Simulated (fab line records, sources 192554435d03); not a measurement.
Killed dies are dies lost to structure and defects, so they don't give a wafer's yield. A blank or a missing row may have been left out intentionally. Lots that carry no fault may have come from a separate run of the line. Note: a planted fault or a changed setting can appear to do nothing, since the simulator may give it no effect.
Chamber matching | flow n5 finfet | N5_BEOL_M13_ETCH_59 on rie diel-03 has 4 sister chambers
The step etches BARC in N2/H2, target depth 89 nm, overetch 26.7 nm, time 67.9 s. 4 wafers are shown with their chamber, then 9 later ones without.

== WAFERS WITH THEIR CHAMBER ==
wafer  | chamber | showerhead plenum p Torr (Torr)
L084.1 | 1       | 2.41
L086.2 | 3       | 2.52
L086.3 | 0       | 2.51
L086.4 | 2       | 2.71

== WAFERS WITH NO CHAMBER GIVEN ==
wafer  | showerhead plenum p Torr (Torr)
L085.1 | 2.41
L085.4 | 2.51
L085.5 | 2.51
L094.4 | 2.51
L094.5 | 2.40
L094.6 | 2.70
L096.1 | 2.50
L096.2 | 2.69
L096.3 | 2.50

== CHAMBER TAKEN BY EACH ==
wafer  | from the rows above     | in truth
L085.1 | 1                       | 1
L085.4 | can't be placed: 0 or 3 | 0
L085.5 | can't be placed: 0 or 3 | 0
L094.4 | can't be placed: 0 or 3 | 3
L094.5 | 1                       | 1
L094.6 | 2                       | 2
L096.1 | can't be placed: 0 or 3 | 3
L096.2 | 2                       | 2
L096.3 | can't be placed: 0 or 3 | 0
Correct placement for 4 of the 9. From these rows, 5 cannot be placed; in 5 the true chamber is one of the candidates. Number placed wrongly: 0.
How it was worked out, from the rows above alone: a wafer's distance from a chamber is the root of the sum, over the readings, of the square of ((its reading less the chamber's mean) divided by the reading's scatter). The wafer belongs to the nearest chamber; if the next one is less than 2 further off, it can't be placed. Each chamber's mean is taken over the wafers shown for it. The scatter (one wafer shown for each chamber): square how far every hidden wafer sits from the nearest shown wafer, average those squares and take the square root.
